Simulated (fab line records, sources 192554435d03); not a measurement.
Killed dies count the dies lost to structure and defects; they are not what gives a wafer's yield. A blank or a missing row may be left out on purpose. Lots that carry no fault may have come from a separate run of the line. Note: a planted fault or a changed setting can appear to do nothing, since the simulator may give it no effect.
Matching of chambers | flow n5-finfet | N5_BEOL_M3_ALD_84 on ald-metal-01 has 4 sister chambers
The step deposits TaN, pulse time 2 s, purge time 3 s, co reactant purge time 2 s. 4 wafers are shown with their chamber, then 8 later ones without.

WAFERS WITH THEIR CHAMBER
wafer  | chamber | heater-power-w (W)
L080.1 | 2       | 405
L085.4 | 3       | 394
L085.5 | 0       | 461
L088.1 | 1       | 383

WAFERS WITH NO CHAMBER GIVEN
wafer  | heater-power-w (W)
L088.3 | 406
L088.5 | 420
L094.1 | 408
L094.2 | 372
L094.4 | 456
L096.1 | 420
L096.3 | 447
L096.5 | 408

EACH ONE'S CHAMBER
wafer  | from the rows above     | in truth
L088.3 | can't be placed: 2 or 3 | 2
L088.5 | can't be placed: 2 or 3 | 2
L094.1 | can't be placed: 2 or 3 | 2
L094.2 | can't be placed: 1 or 3 | 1
L094.4 | 0                       | 0
L096.1 | can't be placed: 2 or 3 | 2
L096.3 | 0                       | 0
L096.5 | can't be placed: 2 or 3 | 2
2 of 8 placed correctly. From these rows, 6 cannot be placed; in 6 the true chamber is one of the candidates. Number placed wrongly: 0.
How it was worked out, from the rows above alone: a wafer's distance from a chamber is the root of the sum, over the readings, of the square of ((its reading less the chamber's mean) divided by the reading's scatter). The wafer belongs to the nearest chamber; if the next one is less than 2 further off, it can't be placed. Each chamber's mean is taken over the wafers shown for it. The scatter: with one shown wafer a chamber, the root of the mean of the squares of how far each hidden wafer lies from its nearest shown one.
